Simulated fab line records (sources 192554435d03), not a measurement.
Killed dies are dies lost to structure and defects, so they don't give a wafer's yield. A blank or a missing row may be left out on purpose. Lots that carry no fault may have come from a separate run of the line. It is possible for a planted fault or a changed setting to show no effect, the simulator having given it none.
Split-lot trial :: flow n5 finfet :: 21 wafers read from 7 lots, route of 1938 steps

## THE SPLIT
At N5_BEOL_M14_ILD_DEP_00 (deposits SiO2 from TEOS/O2, target thk 1119.3 nm, time 237.4 s), the setting time s was moved away from the recipe's 237.4 s on 5 of the 21 wafers read, by -11.8% to +14.2%. The other wafers ran this setting at the recipe's value.

No step appears in the file between the split and the reading.

## THE READING
M14_ILD_THK (nm), taken at N5_BEOL_M14_THK_MEAS_01. On this fab line, fault-free wafers typically give 1118 nm with a standard deviation of 18 nm.

wafer: L076.2
tool, chamber at the split: pecvd-03, 0
time s as run, s: 237.4
against the recipe: recipe
M14_ILD_THK, nm: 1134
against lot-mates on the recipe: -

wafer: L076.4
tool, chamber at the split: pecvd-03, 2
time s as run, s: 237.4
against the recipe: recipe
M14_ILD_THK, nm: 1138
against lot-mates on the recipe: -

wafer: L076.6
tool, chamber at the split: pecvd-03, 0
time s as run, s: 237.4
against the recipe: recipe
M14_ILD_THK, nm: 1132
against lot-mates on the recipe: -

wafer: L083.1
tool, chamber at the split: pecvd-04, 2
time s as run, s: 237.4
against the recipe: recipe
M14_ILD_THK, nm: 1120
against lot-mates on the recipe: -

wafer: L083.4
tool, chamber at the split: pecvd-04, 2
time s as run, s: 237.4
against the recipe: recipe
M14_ILD_THK, nm: 1133
against lot-mates on the recipe: -

wafer: L083.5
tool, chamber at the split: pecvd-04, 1
time s as run, s: 209.5
against the recipe: -11.8%
M14_ILD_THK, nm: 987
against lot-mates on the recipe: -140

wafer: L086.2
tool, chamber at the split: pecvd-03, 1
time s as run, s: 237.4
against the recipe: recipe
M14_ILD_THK, nm: 1094
against lot-mates on the recipe: -

wafer: L086.3
tool, chamber at the split: pecvd-03, 2
time s as run, s: 263.4
against the recipe: +11.0%
M14_ILD_THK, nm: 1242
against lot-mates on the recipe: +144

wafer: L086.6
tool, chamber at the split: pecvd-03, 1
time s as run, s: 237.4
against the recipe: recipe
M14_ILD_THK, nm: 1102
against lot-mates on the recipe: -

wafer: L085.1
tool, chamber at the split: pecvd-03, 1
time s as run, s: 237.4
against the recipe: recipe
M14_ILD_THK, nm: 1076
against lot-mates on the recipe: -

wafer: L085.5
tool, chamber at the split: pecvd-03, 0
time s as run, s: 237.4
against the recipe: recipe
M14_ILD_THK, nm: 1130
against lot-mates on the recipe: -

wafer: L085.6
tool, chamber at the split: pecvd-03, 1
time s as run, s: 237.4
against the recipe: recipe
M14_ILD_THK, nm: 1102
against lot-mates on the recipe: -

wafer: L089.2
tool, chamber at the split: pecvd-04, 0
time s as run, s: 237.4
against the recipe: recipe
M14_ILD_THK, nm: 1117
against lot-mates on the recipe: -

wafer: L089.4
tool, chamber at the split: pecvd-04, 0
time s as run, s: 237.4
against the recipe: recipe
M14_ILD_THK, nm: 1118
against lot-mates on the recipe: -

wafer: L089.6
tool, chamber at the split: pecvd-04, 2
time s as run, s: 237.4
against the recipe: recipe
M14_ILD_THK, nm: 1129
against lot-mates on the recipe: -

wafer: L088.2
tool, chamber at the split: pecvd-04, 0
time s as run, s: 256.3
against the recipe: +8.0%
M14_ILD_THK, nm: 1195
against lot-mates on the recipe: +122

wafer: L088.3
tool, chamber at the split: pecvd-04, 1
time s as run, s: 237.4
against the recipe: recipe
M14_ILD_THK, nm: 1073
against lot-mates on the recipe: -

wafer: L088.4
tool, chamber at the split: pecvd-04, 1
time s as run, s: 256.3
against the recipe: +8.0%
M14_ILD_THK, nm: 1191
against lot-mates on the recipe: +118

wafer: L096.1
tool, chamber at the split: pecvd-03, 1
time s as run, s: 237.4
against the recipe: recipe
M14_ILD_THK, nm: 1096
against lot-mates on the recipe: -

wafer: L096.2
tool, chamber at the split: pecvd-03, 2
time s as run, s: 237.4
against the recipe: recipe
M14_ILD_THK, nm: 1098
against lot-mates on the recipe: -

wafer: L096.6
tool, chamber at the split: pecvd-03, 2
time s as run, s: 271.1
against the recipe: +14.2%
M14_ILD_THK, nm: 1287
against lot-mates on the recipe: +190

FIT RESULTS
A straight line over all 21 wafers: M14_ILD_THK changes by +11.3 nm for each +1% of time s; r = +0.95; the points scatter about the line by 19 nm.
The same after taking each lot's own level away (the mean of its wafers on the recipe; 21 wafers): +13.2 nm for each +1%; r = +0.99; scatter 11 nm.
According to that fit, moving time s by its largest amount changes the reading by 1.9e+02 nm.
The lots' own levels span 1073.0 to 1134.7 nm, that is 3.4 times the standard deviation above.
So the lot-to-lot level changes the slope: the two fits differ.
Check: with one of the wafers moved furthest among these (+14.2%) left out of the fit, the line predicts +190 nm for it against its lot-mates. Against them it came out at +190 nm.

## THESE WAFERS: OTHER SPLITS
These wafers also went through other splits before the reading. Each is held against what the fit with the lots' levels taken away leaves over:
other split on the same wafers: N5_BEOL_M13_EXPOSE_07 dose mj
wafers away from the commonest value: 7
r with M14_ILD_THK (lot level and that fit taken away): +0.04

## THE WHOLE CHAIN: every reading that the file lists as answering this split, in the file's order
step: N5_BEOL_M14_ILD_DEP_00
what it does: deposits SiO2 from TEOS/O2, target thk 1119.3 nm, time 237.4 s
reading: SiO2_of_BEOL_M14_ILD_DEP_00.thk nm (the simulator's own value, which no gauge read)
change (the file's fit): +13.2 nm for each +1% of the setting
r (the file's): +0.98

step: N5_BEOL_M14_THK_MEAS_01
what it does: 
reading: M14_ILD_THK
change (the file's fit): +13.1 for each +1% of the setting
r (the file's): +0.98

step: N5_BEOL_M14_VIA_ETCH_16
what it does: etches SiO2 in C4F8/O2/Ar, target depth 1231.3 nm
reading: etch.depth nm (the simulator's own value, which no gauge read)
change (the file's fit): +13.2 nm for each +1% of the setting
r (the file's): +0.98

step: N5_BEOL_M14_VIA_ETCH_16
what it does: etches SiO2 in C4F8/O2/Ar, target depth 1231.3 nm
reading: coat_of_BEOL_M14_COAT_04.thk nm (the simulator's own value, which no gauge read)
change (the file's fit): -3.08 nm for each +1% of the setting
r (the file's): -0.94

## THE FILE'S OWN FIT
M14_ILD_THK changes by +13.1 nm for each +1% of time s, r = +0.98.
